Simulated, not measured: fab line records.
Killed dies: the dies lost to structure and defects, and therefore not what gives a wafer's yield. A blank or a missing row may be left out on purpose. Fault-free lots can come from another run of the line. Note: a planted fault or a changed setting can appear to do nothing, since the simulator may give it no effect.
A single fault, viewed from 2 desks	flow n5-finfet	each desk has only its own numbers; what lay behind them comes last

== AT THE METROLOGY DESK ==
Lot by lot, what the gauges showed, no matter which tool ran the lot: averages of those sampled wafers that carry a number. The brackets show how far a lot's mean lies from the usual mean; more than 4 standard deviations puts the lot out of limits, marked OUT. 7 of its 12 readings are shown: the first one out of limits and those lying furthest out on some lot.
Columns: A = cd-nm at N5_DUMMY_GATE_CD_MEAS_50, usual 13.9 nm; B = cd-nm at N5_DUMMY_GATE_CD_MEAS_24, usual 14.9 nm; C = DIBL_N at N5_BEOL_M4_RC_MEAS_101, usual 36.8 mV/V; D = ION_N at N5_BEOL_M4_RC_MEAS_101, usual 682 uA/um; E = SS_N at N5_BEOL_M4_RC_MEAS_101, usual 71.7 mV/dec; F = VT_N at N5_BEOL_M4_RC_MEAS_101, usual 248 mV; G = VT_P at N5_BEOL_M4_RC_MEAS_101, usual -249 mV
lot	first seen here	A	B	C	D	E	F	G
L136	day 3 17:26	13.9	14.9	37.0	679	71.1	247	-250
L146	day 6 06:51	12.1 (-4.9) OUT	12.6 (-6.1) OUT	39.8	697	72.0	245	-244
L149	day 7 02:46	12.2 (-4.5) OUT	13.4 (-4.0) OUT	37.2	682	71.3	250	-248
L150	day 7 05:42	13.7	14.9	36.3	667	71.5	250	-247
L152	day 7 17:32	11.9 (-5.4) OUT	12.6 (-5.9) OUT	35.1	684	71.7	248	-249
This desk finds L146, L149, L152 out of limits, L146 being first, at day 6 06:51 (cd-nm at N5_DUMMY_GATE_CD_MEAS_50). Within limits: L136, L150.

== TOOL OWNER'S DESK, rie-si-02 ==
The tool's own readings at N5_DUMMY_GATE_TRIM_49 (chemistry O2, time 29 s, target cd 14 nm): means of the sampled wafers that have a number, for each lot that ran on this tool. The brackets show how far a lot's mean lies from the usual mean; more than 4 standard deviations puts the lot out of limits, marked OUT.
Columns: A = drypump-motor-current-A at N5_DUMMY_GATE_TRIM_49, usual 5.7 A; B = oes-product-au at N5_DUMMY_GATE_TRIM_49, usual 1.003 a.u.; C = temp-c at N5_DUMMY_GATE_TRIM_49, usual 20.01 C; D = throttle-valve-pct at N5_DUMMY_GATE_TRIM_49, usual 8.20 %
lot	first seen here	A	B	C	D
L136	day 3 17:17	5.1	0.961	19.97	8.35
L146	day 6 06:44	5.3	1.144 (+5.9) OUT	20.13	8.25
L149	day 7 02:37	5.6	1.110 (+4.5) OUT	20.08	8.20
L152	day 7 17:25	5.0	1.099	19.98	8.33
This desk finds L146, L149 out of limits, L146 being first, at day 6 06:44 (oes-product-au at N5_DUMMY_GATE_TRIM_49). Within limits: L136, L152.

== BROUGHT TOGETHER ==
An alarm could have come from the tool owner's desk at day 6 06:44, on L146, L149.
At day 6 06:51 the metrology desk could have sounded an alarm, on L146, L149, L152.
Tool owner's desk: L152 on record, inside its limits.
The lots listed all ran N5_DUMMY_GATE_TRIM_49 on rie-si-02.

== WHAT HAD BEEN PUT IN BY THE SIMULATOR ==
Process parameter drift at N5_DUMMY_GATE_TRIM_49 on rie-si-02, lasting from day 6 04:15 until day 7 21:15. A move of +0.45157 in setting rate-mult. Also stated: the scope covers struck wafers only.
Struck lots among those shown: L146, L149, L152.
Fault start to first reading out of limits, in hours, per desk: tool owner, 2; metrology, 3.
